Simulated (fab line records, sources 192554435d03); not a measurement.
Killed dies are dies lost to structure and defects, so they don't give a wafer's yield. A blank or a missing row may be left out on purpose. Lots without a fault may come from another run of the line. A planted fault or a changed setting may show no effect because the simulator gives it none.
fab line records | flow n5_finfet | part 2 of 2: steps 19 to 26 of 26
record lots=5 wafers=15 last_day=16
route steps=1938 shown FIN_SAQP@103
lots that met no fault: from a run of the same line without faults
start_h: hours from the record's first day to the start of the lot's first wafer shown | wait_h: hours since the lot's step before | " the same as in the row above | L1.1+2: a row that stands for several wafers | - no value, or no start given | * or withheld: withheld | < > ~ a bound
route shown NAME@n: a module of which the file shows steps, and the number in the route of the first | usual: mean/standard deviation of fault-free wafers | same: alike in all rows | chamber/n: place in a boat | sites: the reading at each site | _std_site: their standard deviation | _edge_site: outer sites' mean less inner sites' | radius_mm: how far each site lies from the wafer's centre | mask NAME#n: copy n | behind: the tool/chamber that last shaped the wafer | hold: why the lot was held/for how many hours/how that ended | device: the transistor (n, p or np) that didn't switch | end of line: the same wafers' tests at the end of the route | a step without rows: its recipe alone | killed: dies lost to structure and defects at the first sort, not the wafer's yield | map: a wafer's dies, x killed, . not, _ none there
set.NAME: the setting as run; set.NAME@STEP: as run at that earlier step | model.NAME: the simulator's own value behind a step, which no gauge read
lots at some steps of the route; a table a step, a row a wafer
services: from which hour (start_h, from the record's first day; less than 0 if before it) a tool's chamber was out of use, for how many hours, and why
## steps
# step N5_FIN_SAQP_STRIP_55
# recipe chemistry=N2/H2 power_w=500 temp_c=40 pressure_mtorr=50 rf_frequency_hz=6e+07 overash_fraction=0.3 bias_power_w=28 h2_frac=0.5 n2_flow_sccm=300 h2_flow_sccm=300
# usual drypump_motor_current_A=5.6/0.48 oes_product_au=0.80/0.085 rf_vpp_V=121.9/1.4 showerhead_plenum_p_Torr=3.39/0.14 throttle_valve_pct=19.0/0.44
# columns lot.wafer tool chamber start_h wait_h drypump_motor_current_A oes_product_au rf_hours_counter_h rf_vpp_V showerhead_plenum_p_Torr throttle_valve_pct
L074.3 rie_diel-03 2 24.38 0.1 6.0 0.82 89 119.3 3.24 18.3
L074.5 " 2 " " 6.0 0.83 - 119.3 3.24 18.4
L074.6 " 3 " " 5.7 0.73 - 123.6 3.48 19.2
L075.1 rie_diel-03 2 30.35 0.1 6.0 0.83 92 121.2 3.24 18.3
L075.2 " 3 " " 5.6 0.74 152 120.1 3.48 19.2
L075.5 " 2 " " 6.0 0.83 - 120.3 3.24 18.4
L085.2 rie_diel-01 3 89.07 0.1 5.7 0.76 153 121.6 3.55 19.2
L085.4 " 0 " " 6.5 0.88 36 122.5 3.43 18.6
L085.6 " 0 " " 6.6 0.87 - 121.5 3.43 18.6
L090.1 rie_diel-04 3 118.36 0.1 5.0 0.73 183 120.7 3.25 19.1
L090.2 " 2 " " 5.1 0.85 44 122.4 3.53 18.6
L090.3 " 0 " " 5.6 0.90 18 121.2 3.59 19.2
L093.2 rie_diel-04 2 136.32 0.1 5.1 0.84 50 122.4 3.52 18.6
L093.3 " 3 " " 5.1 0.73 189 121.6 3.24 19.1
L093.4 " 0 " " 5.5 0.90 25 125.9 3.58 19.2
# step N5_FIN_SAQP_STRIP_23
# recipe chemistry=SPM time_s=750 temp_c=130 h2so4_h2o2_vol_ratio=4
# columns lot.wafer tool chamber start_h wait_h
L074.3+5+6 wet_bench-03 5,2,6 24.45 -
L075.1+2+5 wet_bench-04 7,5,3 30.41 -
L085.2+4+6 wet_bench-02 1,2,3 89.14 -
L090.1+2+3 wet_bench-02 7,6,3 118.43 -
L093.2+3+4 wet_bench-04 3,7,1 136.39 -
# step N5_FIN_SAQP_SRD_66
# recipe dry=ipa_marangoni time_s=30 temp_c=23 rinse_liquid=diw
# columns lot.wafer tool chamber start_h wait_h
L074.3+5+6 wet_bench-03 5,2,6 24.66 0.0
L075.1+2+5 wet_bench-04 7,5,3 30.83 0.0
L085.2+4+6 wet_bench-02 1,2,3 89.35 0.0
L090.1+2+3 wet_bench-02 7,6,3 118.64 0.0
L093.2+3+4 wet_bench-04 3,7,1 136.60 0.0
# step N5_FIN_SAQP_RECESS_75
# recipe chemistry=HF/NH3 target=SiO2 target_depth_a=144 afs_cycles=3 temp_c=30 sublimation_temp_c=180 sublimation_time_s=60
# usual drypump_motor_current_A=5.3/0.37
# columns lot.wafer tool chamber start_h wait_h drypump_motor_current_A
L074.3 vapor_etch-02 1 24.83 0.1 4.9
L074.5 " 0 " " 5.2
L074.6 " 1 " " 4.9
L075.1 vapor_etch-01 0 30.90 0.0 5.4
L075.2 " 1 " " 5.9
L075.5 " 0 " " 5.4
L085.2 vapor_etch-02 1 89.39 0.0 5.0
L085.4 " 0 " " 5.2
L085.6 " 1 " " 4.9
L090.1 vapor_etch-01 0 118.69 0.0 5.4
L090.2 " 1 " " 6.0
L090.3 " 0 " " 5.3
L093.2 vapor_etch-01 1 136.64 0.0 6.0
L093.3 " 0 " " 5.4
L093.4 " 1 " " 5.9
# step N5_FIN_SAQP_SPACER1_ALD_24
# recipe material=SiO2 target_thk_a=203 temp_c=300 ald_precursor_family=BDEAS ald_co_reactant=O2-plasma pulse_time_s=1 purge_time_s=2 co_reactant_purge_time_s=2 ald_cycles=218 pressure_torr=2
# usual heater_power_w=466/40 precursor_pulse_height_rel=1.000/0.017
# columns lot.wafer tool chamber start_h wait_h heater_power_w precursor_pulse_height_rel
L074.3 ald_sin-03 0 25.09 0.1 441 1.032
L074.5 " 3 " " 535 0.985
L074.6 " 2 " " 426 1.002
L075.1 ald_sin-04 3 31.28 0.3 494 0.997
L075.2 " 1 " " 440 0.963
L075.5 " 1 " " 450 1.035
L085.2 ald_sin-03 2 89.78 0.3 432 1.015
L085.4 " 0 " " 448 1.007
L085.6 " 0 " " 453 0.993
L090.1 ald_sin-02 0 119.07 0.3 441 1.014
L090.2 " 2 " " 430 0.995
L090.3 " 3 " " 406 0.992
L093.2 ald_sin-03 0 137.29 0.5 448 1.016
L093.3 " 2 " " 447 0.984
L093.4 " 1 " " 450 1.021
# step N5_FIN_SAQP_SPACER1_ETCHBACK_25
# recipe chemistry=CHF3/O2 mode=anisotropic_etchback target=SiO2 target_depth_a=244 time_s=12.2 pressure_mtorr=30 source_w=650 bias_w=170 Ar_flow_sccm=200 CHF3_flow_sccm=50 O2_flow_sccm=5 ion_energy_ev=200
# usual drypump_motor_current_A=5.7/0.48 oes_product_au=0.81/0.095 rf_vpp_V=530/14 showerhead_plenum_p_Torr=2.44/0.11 throttle_valve_pct=18.90/0.22
# columns lot.wafer tool chamber start_h wait_h drypump_motor_current_A oes_product_au rf_hours_counter_h rf_vpp_V showerhead_plenum_p_Torr throttle_valve_pct
L074.3 rie_diel-04 2 25.92 0.5 5.1 0.96 6 537 2.58 18.66
L074.5 " 3 " " 5.0 0.76 - 515 2.32 18.92
L074.6 " 2 " " 5.1 0.96 - 539 2.58 18.67
L075.1 rie_diel-04 0 32.00 0.4 5.5 0.67 244 514 2.29 19.36
L075.2 " 3 " " 5.0 0.75 151 517 2.32 18.93
L075.5 " 0 " " 5.6 0.67 - 516 2.29 19.35
L085.2 rie_diel-03 2 90.72 0.6 6.1 0.82 114 528 2.32 18.81
L085.4 " 0 " " 6.2 0.74 148 527 2.51 19.14
L085.6 " 2 " " 6.0 0.81 - 528 2.32 18.81
L090.1 rie_diel-03 2 119.80 0.4 6.0 0.81 124 527 2.32 18.82
L090.2 " 0 " " 6.3 0.74 158 528 2.50 19.15
L090.3 " 3 " " 5.6 0.71 181 549 2.49 19.30
L093.2 rie_diel-01 3 138.01 0.4 5.7 0.75 171 559 2.50 18.89
L093.3 " 0 " " 6.5 0.84 53 526 2.47 18.75
L093.4 " 0 " " 6.5 0.85 - 525 2.47 18.75
# step N5_FIN_SAQP_MANDREL1_REMOVE_56
# recipe chemistry=HBr/Cl2/O2 bt_time_s=10 target=a-Si stop_on=SiNx endpoint=OES-SiCl over_etch_frac=1 icp_w=600 bias_w=22 HBr_flow_sccm=150 Cl2_flow_sccm=80 O2_flow_sccm=5 pressure_mtorr=10
# usual drypump_motor_current_A=5.9/0.46 oes_product_au=1.004/0.02 throttle_valve_pct=36.79/0.29
# same bt_time_s=10
# columns lot.wafer tool chamber start_h wait_h drypump_motor_current_A oes_product_au rf_hours_counter_h throttle_valve_pct
L074.3 rie_si-02 1 26.01 0.1 6.3 1.033 92 36.92
L074.5 " 1 " " 6.3 1.015 - 36.94
L074.6 " 0 " " 6.4 1.010 - 37.10
L075.1 rie_si-01 0 32.09 0.1 6.0 0.976 158 36.73
L075.2 " 2 " " 5.4 1.016 78 36.74
L075.5 " 2 " " 5.4 1.009 - 36.70
L085.2 rie_si-01 1 90.81 0.1 6.3 1.014 66 36.45
L085.4 " 3 " " 5.3 1.026 86 36.64
L085.6 " 2 " " 5.4 1.018 - 36.72
L090.1 rie_si-01 3 119.89 0.1 5.3 1.012 87 36.66
L090.2 " 0 " " 6.0 0.982 160 36.74
L090.3 " 1 " " 6.3 1.006 66 36.48
L093.2 rie_si-01 1 138.10 0.1 6.3 1.009 66 36.48
L093.3 " 3 " " 5.3 1.025 87 36.67
L093.4 " 0 " " 6.0 0.983 160 36.73
# step N5_FIN_SAQP_CD_MEAS_27
# recipe target_cd_nm=20 landing_energy_ev=1000 detector=se_inlens polarity=line
# usual cd_nm=20.28/0.23
# columns lot.wafer tool chamber start_h wait_h cd_nm
L074.3 cd_sem-03 0 26.13 0.1 20.23
L074.5 " 0 " " 19.95
L074.6 " 0 " " 20.39
L075.1 cd_sem-03 0 32.20 0.1 20.52
L075.2 " 0 " " 20.11
L075.5 " 0 " " 20.49
L085.2 cd_sem-02 0 90.92 0.1 20.30
L085.4 " 0 " " 20.06
L085.6 " 0 " " 20.20
L090.1 cd_sem-03 0 120.00 0.1 20.74
L090.2 " 0 " " 20.20
L090.3 " 0 " " 20.68
L093.2 cd_sem-01 0 138.21 0.1 20.68
L093.3 " 0 " " 20.87
L093.4 " 0 " " 20.33
## services
# columns tool chamber start_h hours kind
rie_si-02 - 2.98 0.3 repair
rie_diel-01 - 9.60 0.5 repair
arfi_scanner-02 - 12.37 0.2 repair
rie_diel-04 - 13.37 0.4 repair
arfi_scanner-01 - 15.14 0.8 pm
arfi_scanner-01 - 18.15 3.1 pm
rie_diel-04 3 36.00 5.1 repair
arfi_scanner-02 - 41.42 1.3 pm
rie_si-02 - 41.58 2.8 pm
rie_si-01 1 42.02 3.6 repair
arfi_scanner-01 - 50.22 2.2 repair
rie_diel-03 3 53.73 7.9 repair
rie_si-01 0 53.77 3.4 repair
wet_bench-04 - 64.24 4.4 pm
arfi_scanner-01 - 75.80 0.9 repair
arfi_scanner-02 - 80.38 4.9 pm
vapor_etch-02 - 87.14 2.2 repair
arfi_scanner-01 - 97.43 17.3 pm
arfi_scanner-02 - 107.20 1.0 pm
arfi_scanner-01 - 114.76 1.0 pm
arfi_scanner-01 - 115.76 1.3 pm
rie_diel-01 1 119.12 7.1 repair
arfi_scanner-02 - 120.69 0.8 pm
arfi_scanner-01 - 129.64 1.0 pm
